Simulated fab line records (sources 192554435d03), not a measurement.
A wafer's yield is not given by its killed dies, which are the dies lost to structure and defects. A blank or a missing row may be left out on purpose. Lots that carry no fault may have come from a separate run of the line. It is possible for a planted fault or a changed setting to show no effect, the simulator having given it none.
Matching of chambers | flow n5 finfet | N5_BEOL_M9_DESCUM_16 on rie diel-02: 4 sister chambers
The step chemistry O2, time 7.9 s. 27 wafers are shown with their chamber, then 12 later ones without.

== WAFERS, EACH WITH ITS CHAMBER ==
wafer  | chamber | drypump motor current A (A) | showerhead plenum p Torr (Torr) | throttle valve pct (%)
L075.1 | 0       | 5.2                         | 2.11                            | 20.16
L075.4 | 3       | 6.3                         | 2.18                            | 20.59
L075.6 | 0       | 5.2                         | 2.11                            | 20.18
L077.3 | 0       | 5.2                         | 2.11                            | 20.17
L077.5 | 3       | 6.2                         | 2.17                            | 20.59
L077.6 | 1       | 6.3                         | 2.13                            | 20.17
L078.1 | 3       | 6.2                         | 2.17                            | 20.61
L078.2 | 2       | 5.9                         | 2.24                            | 20.06
L078.3 | 1       | 6.3                         | 2.13                            | 20.15
L081.1 | 1       | 6.3                         | 2.13                            | 20.18
L081.2 | 3       | 6.2                         | 2.17                            | 20.63
L081.6 | 2       | 5.9                         | 2.23                            | 20.07
L084.1 | 2       | 5.9                         | 2.23                            | 20.08
L084.2 | 1       | 6.3                         | 2.13                            | 20.19
L084.5 | 3       | 6.2                         | 2.17                            | 20.63
L085.1 | 0       | 5.2                         | 2.11                            | 20.00
L085.3 | 0       | 5.2                         | 2.11                            | 20.00
L085.5 | 0       | 5.2                         | 2.11                            | 20.00
L085.2 | 0       | 5.2                         | 2.11                            | 19.98
L085.4 | 0       | 5.2                         | 2.11                            | 19.99
L085.6 | 0       | 5.2                         | 2.11                            | 20.00
L090.2 | 0       | 5.2                         | 2.10                            | 20.00
L090.3 | 2       | 5.9                         | 2.23                            | 20.08
L090.5 | 1       | 6.3                         | 2.12                            | 20.21
L091.3 | 2       | 5.9                         | 2.23                            | 20.08
L091.4 | 3       | 6.3                         | 2.17                            | 20.13
L091.6 | 2       | 5.9                         | 2.23                            | 20.09

SIGNATURES (means of the wafers above)
reading                  | chamber 0 | chamber 1 | chamber 2 | chamber 3 | scatter within a chamber
drypump motor current A  | 5.200     | 6.300     | 5.900     | 6.233     | 0.0241
showerhead plenum p Torr | 2.1090    | 2.1280    | 2.2317    | 2.1717    | 0.00383
throttle valve pct       | 20.0480   | 20.1800   | 20.0767   | 20.5300   | 0.106
Rule: for a wafer and a chamber, the distance is found by dividing, reading by reading, the gap between the wafer's reading and the chamber's mean by the reading's scatter, squaring, summing and taking the root. If the next closest chamber is less than 2 further off than the closest, the wafer can't be placed; otherwise it belongs to the closest. The scatter: take each reading less its chamber's mean, square it, sum over the shown wafers, divide by the number of wafers less the number of chambers, and take the root.

== WAFERS MISSING THEIR CHAMBER ==
wafer  | drypump motor current A (A) | showerhead plenum p Torr (Torr) | throttle valve pct (%)
L092.2 | 5.9                         | 2.23                            | 20.09
L092.3 | 5.2                         | 2.10                            | 20.02
L092.5 | 5.9                         | 2.23                            | 20.09
L093.2 | 6.3                         | 2.16                            | 20.14
L093.5 | 5.2                         | 2.10                            | 20.01
L093.6 | 6.3                         | 2.12                            | 20.20
L095.1 | 6.3                         | 2.12                            | 20.22
L095.2 | 5.9                         | 2.22                            | 20.11
L095.3 | 5.2                         | 2.10                            | 20.01
L097.1 | 5.9                         | 2.22                            | 20.09
L097.3 | 6.2                         | 2.16                            | 20.16
L097.4 | 6.3                         | 2.12                            | 20.23

== WHICH CHAMBER EACH WENT THROUGH ==
wafer  | from the rows above | in truth
L092.2 | 2                   | 2
L092.3 | 0                   | 0
L092.5 | 2                   | 2
L093.2 | 3                   | 3
L093.5 | 0                   | 0
L093.6 | 1                   | 1
L095.1 | 1                   | 1
L095.2 | 2                   | 2
L095.3 | 0                   | 0
L097.1 | 2                   | 2
L097.3 | 3                   | 3
L097.4 | 1                   | 1
Correct placement for 12 of the 12. Can't be placed from these rows: 0. Placed wrongly: 0.
